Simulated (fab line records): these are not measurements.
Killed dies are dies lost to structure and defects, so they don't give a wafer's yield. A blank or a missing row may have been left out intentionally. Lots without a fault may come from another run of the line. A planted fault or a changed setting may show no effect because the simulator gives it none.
Split-lot experiment / flow n5 finfet / route with 1938 steps; 7 lots, 39 wafers read

== SPLIT DETAILS ==
At N5_BEOL_M7_DEP_56 (deposits SiCN from 3MS/NH3, target thk 10 nm, time 17.5 s), the setting target thk a was moved away from the recipe's 100 angstrom on 12 of the 39 wafers read, by -52.0% to +58.6%. For the rest of the wafers, this setting stayed at what the recipe calls for.

The reading comes from the split's own step.

== THE READING ==
SiCN_of_BEOL_M7_DEP_56.thk nm (the simulator's own value, which no gauge read), in nm, at N5_BEOL_M7_DEP_56 (deposits SiCN from 3MS/NH3, target thk 10 nm, time 17.5 s). The file gives no usual value for it. Here, 27 wafers ran the recipe; their average is 10.2 nm with a standard deviation of 0.18 nm.

wafer=L077.1; tool, chamber at the split=pecvd-01, 1; target thk a as run, angstrom=128.3; against the recipe=+28.3%; SiCN_of_BEOL_M7_DEP_56.thk nm, nm=13.2; against lot-mates on the recipe=+2.8
wafer=L077.2; tool, chamber at the split=pecvd-01, 2,2,1; target thk a as run, angstrom=100; against the recipe=recipe; SiCN_of_BEOL_M7_DEP_56.thk nm, nm=10.4; against lot-mates on the recipe=-
wafer=L077.4; tool, chamber at the split=pecvd-01, 2,2,1; target thk a as run, angstrom=100; against the recipe=recipe; SiCN_of_BEOL_M7_DEP_56.thk nm, nm=10.4; against lot-mates on the recipe=-
wafer=L077.5; tool, chamber at the split=pecvd-01, 2,2,1; target thk a as run, angstrom=100; against the recipe=recipe; SiCN_of_BEOL_M7_DEP_56.thk nm, nm=10.4; against lot-mates on the recipe=-
wafer=L077.3; tool, chamber at the split=pecvd-01, 0; target thk a as run, angstrom=128.3; against the recipe=+28.3%; SiCN_of_BEOL_M7_DEP_56.thk nm, nm=12.8; against lot-mates on the recipe=+2.4
wafer=L077.6; tool, chamber at the split=pecvd-01, 0; target thk a as run, angstrom=128.3; against the recipe=+28.3%; SiCN_of_BEOL_M7_DEP_56.thk nm, nm=13; against lot-mates on the recipe=+2.6
wafer=L079.1; tool, chamber at the split=pecvd-02, 0,0,1; target thk a as run, angstrom=61.27; against the recipe=-38.7%; SiCN_of_BEOL_M7_DEP_56.thk nm, nm=6.2; against lot-mates on the recipe=-3.9
wafer=L079.5; tool, chamber at the split=pecvd-02, 0,0,1; target thk a as run, angstrom=61.27; against the recipe=-38.7%; SiCN_of_BEOL_M7_DEP_56.thk nm, nm=6.2; against lot-mates on the recipe=-3.9
wafer=L079.6; tool, chamber at the split=pecvd-02, 0,0,1; target thk a as run, angstrom=61.27; against the recipe=-38.7%; SiCN_of_BEOL_M7_DEP_56.thk nm, nm=6.2; against lot-mates on the recipe=-3.9
wafer=L079.2; tool, chamber at the split=pecvd-02, 1; target thk a as run, angstrom=100; against the recipe=recipe; SiCN_of_BEOL_M7_DEP_56.thk nm, nm=10; against lot-mates on the recipe=-
wafer=L079.3; tool, chamber at the split=pecvd-02, 1,0; target thk a as run, angstrom=100; against the recipe=recipe; SiCN_of_BEOL_M7_DEP_56.thk nm, nm=10.2; against lot-mates on the recipe=-
wafer=L079.4; tool, chamber at the split=pecvd-02, 1,0; target thk a as run, angstrom=100; against the recipe=recipe; SiCN_of_BEOL_M7_DEP_56.thk nm, nm=10.2; against lot-mates on the recipe=-
wafer=L082.1; tool, chamber at the split=pecvd-03, 0; target thk a as run, angstrom=48.04; against the recipe=-52.0%; SiCN_of_BEOL_M7_DEP_56.thk nm, nm=5; against lot-mates on the recipe=-5.2
wafer=L082.2; tool, chamber at the split=pecvd-03, 2; target thk a as run, angstrom=48.04; against the recipe=-52.0%; SiCN_of_BEOL_M7_DEP_56.thk nm, nm=4.8; against lot-mates on the recipe=-5.4
wafer=L082.3; tool, chamber at the split=pecvd-03, 1; target thk a as run, angstrom=100; against the recipe=recipe; SiCN_of_BEOL_M7_DEP_56.thk nm, nm=10.2; against lot-mates on the recipe=-
wafer=L082.4; tool, chamber at the split=pecvd-03, 0; target thk a as run, angstrom=48.04; against the recipe=-52.0%; SiCN_of_BEOL_M7_DEP_56.thk nm, nm=5.2; against lot-mates on the recipe=-5.0
wafer=L082.5; tool, chamber at the split=pecvd-03, 1; target thk a as run, angstrom=100; against the recipe=recipe; SiCN_of_BEOL_M7_DEP_56.thk nm, nm=10.4; against lot-mates on the recipe=-
wafer=L082.6; tool, chamber at the split=pecvd-03, 2; target thk a as run, angstrom=100; against the recipe=recipe; SiCN_of_BEOL_M7_DEP_56.thk nm, nm=10; against lot-mates on the recipe=-
wafer=L083.1; tool, chamber at the split=pecvd-02, 2,1; target thk a as run, angstrom=158.6; against the recipe=+58.6%; SiCN_of_BEOL_M7_DEP_56.thk nm, nm=16; against lot-mates on the recipe=+6.0
wafer=L083.5; tool, chamber at the split=pecvd-02, 2,1; target thk a as run, angstrom=158.6; against the recipe=+58.6%; SiCN_of_BEOL_M7_DEP_56.thk nm, nm=16; against lot-mates on the recipe=+6.0
wafer=L083.2; tool, chamber at the split=pecvd-02, 0; target thk a as run, angstrom=100; against the recipe=recipe; SiCN_of_BEOL_M7_DEP_56.thk nm, nm=10; against lot-mates on the recipe=-
wafer=L083.3; tool, chamber at the split=pecvd-02, 1; target thk a as run, angstrom=100; against the recipe=recipe; SiCN_of_BEOL_M7_DEP_56.thk nm, nm=9.8; against lot-mates on the recipe=-
wafer=L083.4; tool, chamber at the split=pecvd-02, 2; target thk a as run, angstrom=158.6; against the recipe=+58.6%; SiCN_of_BEOL_M7_DEP_56.thk nm, nm=16.2; against lot-mates on the recipe=+6.2
wafer=L083.6; tool, chamber at the split=pecvd-02, 0; target thk a as run, angstrom=100; against the recipe=recipe; SiCN_of_BEOL_M7_DEP_56.thk nm, nm=10.2; against lot-mates on the recipe=-
wafer=L087.1; tool, chamber at the split=pecvd-02, 1,0; target thk a as run, angstrom=100; against the recipe=recipe; SiCN_of_BEOL_M7_DEP_56.thk nm, nm=10; against lot-mates on the recipe=-
wafer=L087.2; tool, chamber at the split=pecvd-02, 1,0; target thk a as run, angstrom=100; against the recipe=recipe; SiCN_of_BEOL_M7_DEP_56.thk nm, nm=10; against lot-mates on the recipe=-
wafer=L087.3; tool, chamber at the split=pecvd-02, 0,1,1; target thk a as run, angstrom=100; against the recipe=recipe; SiCN_of_BEOL_M7_DEP_56.thk nm, nm=10.2; against lot-mates on the recipe=-
wafer=L087.4; tool, chamber at the split=pecvd-02, 0,1,1; target thk a as run, angstrom=100; against the recipe=recipe; SiCN_of_BEOL_M7_DEP_56.thk nm, nm=10.2; against lot-mates on the recipe=-
wafer=L087.6; tool, chamber at the split=pecvd-02, 0,1,1; target thk a as run, angstrom=100; against the recipe=recipe; SiCN_of_BEOL_M7_DEP_56.thk nm, nm=10.2; against lot-mates on the recipe=-
wafer=L087.5; tool, chamber at the split=pecvd-02, 0; target thk a as run, angstrom=100; against the recipe=recipe; SiCN_of_BEOL_M7_DEP_56.thk nm, nm=10.4; against lot-mates on the recipe=-
wafer=L089.1; tool, chamber at the split=pecvd-02, 0,1,0,1; target thk a as run, angstrom=100; against the recipe=recipe; SiCN_of_BEOL_M7_DEP_56.thk nm, nm=10.2; against lot-mates on the recipe=-
wafer=L089.3; tool, chamber at the split=pecvd-02, 0,1,0,1; target thk a as run, angstrom=100; against the recipe=recipe; SiCN_of_BEOL_M7_DEP_56.thk nm, nm=10.2; against lot-mates on the recipe=-
wafer=L089.4; tool, chamber at the split=pecvd-02, 0,1,0,1; target thk a as run, angstrom=100; against the recipe=recipe; SiCN_of_BEOL_M7_DEP_56.thk nm, nm=10.2; against lot-mates on the recipe=-
wafer=L089.6; tool, chamber at the split=pecvd-02, 0,1,0,1; target thk a as run, angstrom=100; against the recipe=recipe; SiCN_of_BEOL_M7_DEP_56.thk nm, nm=10.2; against lot-mates on the recipe=-
wafer=L089.2; tool, chamber at the split=pecvd-02, 1; target thk a as run, angstrom=100; against the recipe=recipe; SiCN_of_BEOL_M7_DEP_56.thk nm, nm=10; against lot-mates on the recipe=-
wafer=L089.5; tool, chamber at the split=pecvd-02, 0; target thk a as run, angstrom=100; against the recipe=recipe; SiCN_of_BEOL_M7_DEP_56.thk nm, nm=10.4; against lot-mates on the recipe=-
wafer=L097.2; tool, chamber at the split=pecvd-02, 2,0; target thk a as run, angstrom=100; against the recipe=recipe; SiCN_of_BEOL_M7_DEP_56.thk nm, nm=10.4; against lot-mates on the recipe=-
wafer=L097.5; tool, chamber at the split=pecvd-02, 2,0; target thk a as run, angstrom=100; against the recipe=recipe; SiCN_of_BEOL_M7_DEP_56.thk nm, nm=10.4; against lot-mates on the recipe=-
wafer=L097.4; tool, chamber at the split=pecvd-02, 2; target thk a as run, angstrom=100; against the recipe=recipe; SiCN_of_BEOL_M7_DEP_56.thk nm, nm=10.6; against lot-mates on the recipe=-
Rows listing several chambers each stand for several wafers; the file does not say which wafer went through which chamber.

THE FIT
A straight line over all 39 wafers: SiCN_of_BEOL_M7_DEP_56.thk nm changes by +0.101 nm for each +1% of target thk a; r = +1.00; the points scatter about the line by 0.17 nm.
The same after taking each lot's own level away (the mean of its wafers on the recipe; 39 wafers): +0.101 nm for each +1%; r = +1.00; scatter 0.15 nm.
Per that fit: largest target thk a move, reading shift of 5.9 nm.
The span of the lots' own levels, 10.00 to 10.47 nm, comes to 2.6 times the standard deviation stated above.
The two slopes agree, so the slope changes little with the lot-to-lot level.
Check: +5.89 nm against its lot-mates is what the line predicts for one of the wafers moved furthest among these (+58.6%) when that wafer is left out of the fit. It came out at +6 nm against them.

== THE OTHER SPLITS THESE WAFERS WENT THROUGH ==
These wafers also went through other splits before the reading. Each is held against what the fit with the lots' levels taken away leaves over:
other split on the same wafers=N5_BEOL_M5_TRENCH_ETCH_37 time s; wafers away from the commonest value=9; r with SiCN_of_BEOL_M7_DEP_56.thk nm (lot level and that fit taken away)=+0.23

== THE FILE'S OWN FIT ==
SiCN_of_BEOL_M7_DEP_56.thk nm changes by +0.101 nm for each +1% of target thk a, r = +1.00.
